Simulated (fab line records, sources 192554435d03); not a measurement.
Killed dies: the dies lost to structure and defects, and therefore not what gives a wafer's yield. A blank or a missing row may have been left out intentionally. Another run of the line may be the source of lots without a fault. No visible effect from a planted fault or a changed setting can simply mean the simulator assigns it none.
Split-lot experiment    flow n5_finfet    21 wafers read from 7 lots, route of 1938 steps

## ON THE SPLIT
At N5_MIM_BOT_ETCH_ETCH_03 (etches the open film in Cl2/BCl3, target depth 12 nm), the setting bias_w was moved away from the recipe's 100 W on 9 of the 21 wafers read, by -17.2% to +10.2%. The other wafers ran this setting at the recipe's value.

The reading comes from the split's own step.

## THE READING
etch.depth_nm (the simulator's own value, which no gauge read), in nm, at N5_MIM_BOT_ETCH_ETCH_03 (etches the open film in Cl2/BCl3, target depth 12 nm). There is no usual value for it anywhere in the file. Average 12.13 nm, standard deviation 0.12 nm, over the 12 wafers here run with the recipe.

wafer   tool, chamber at the split  bias_w as run, W  against the recipe  etch.depth_nm, nm  against lot-mates on the recipe
L075.1  rie_metal-03, 0             93.49             -6.5%               11.87              -0.36
L075.4  rie_metal-03, 0             100               recipe              12.18              -
L075.5  rie_metal-03, 1             100               recipe              12.27              -
L076.1  rie_metal-01, 1             82.83             -17.2%              11.22              no lot-mate on the recipe
L076.4  rie_metal-01, 1             82.83             -17.2%              11.19              no lot-mate on the recipe
L076.5  rie_metal-01, 0             82.83             -17.2%              11.18              no lot-mate on the recipe
L084.1  rie_metal-01, 0             100               recipe              12.08              -
L084.4  rie_metal-01, 0             94.83             -5.2%               11.78              -0.30
L084.5  rie_metal-01, 1             94.83             -5.2%               11.76              -0.32
L091.3  rie_metal-02, 1             100               recipe              11.86              -
L091.4  rie_metal-02, 0             100               recipe              12.1               -
L091.5  rie_metal-02, 0             100               recipe              12.08              -
L094.1  rie_metal-03, 0             86.25             -13.7%              11.43              -0.73
L094.4  rie_metal-03, 1             100               recipe              12.16              -
L094.6  rie_metal-03, 0             86.25             -13.7%              11.37              -0.79
L097.1  rie_metal-03, 0             100               recipe              12.06              -
L097.2  rie_metal-03, 1             100               recipe              12.32              -
L097.3  rie_metal-03, 1             100               recipe              12.28              -
L095.1  rie_metal-02, 1             100               recipe              12.01              -
L095.2  rie_metal-02, 0             100               recipe              12.19              -
L095.5  rie_metal-02, 1             110.2             +10.2%              12.46              +0.36

THE FIT
A straight line over all 21 wafers: etch.depth_nm changes by +0.0512 nm for each +1% of bias_w; r = +0.96; the points scatter about the line by 0.11 nm.
The same after taking each lot's own level away (the mean of its wafers on the recipe; 18 wafers): +0.0507 nm for each +1%; r = +0.96; scatter 0.089 nm.
The reading moves by 0.87 nm for the largest change in bias_w, on that fit.
Across the lots, their own levels run from 12.013 to 12.225 nm, a range of 1.7 times the standard deviation given above.
Consequently the slope shifts little with the lot-to-lot level, the two slopes agreeing.
Check: -0.715 nm against its lot-mates is what the line predicts for one of the wafers moved furthest among these (-13.7%) when that wafer is left out of the fit. Against them it came out at -0.73 nm.

## THE OTHER SPLITS THESE WAFERS WENT THROUGH
Note: prior to the reading, these wafers also went through further splits. Each is held against what the fit with the lots' levels taken away leaves over:
other split on the same wafers  wafers away from the commonest value  r with etch.depth_nm (lot level and that fit taken away)
N5_BEOL_M11_ETCH_41 time_s      8                                     -0.34
N5_BEOL_M13_COAT_04 spin_rpm    4                                     +0.48
N5_BEOL_M14_COAT_22 spin_rpm    7                                     +0.14
N5_BEOL_M14_PEB_26 peb_temp_c   5                                     -0.41
N5_BEOL_M15_COAT_22 spin_rpm    4                                     +0.15

## THE FILE'S OWN FIT
etch.depth_nm changes by +0.0503 nm for each +1% of bias_w, r = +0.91.
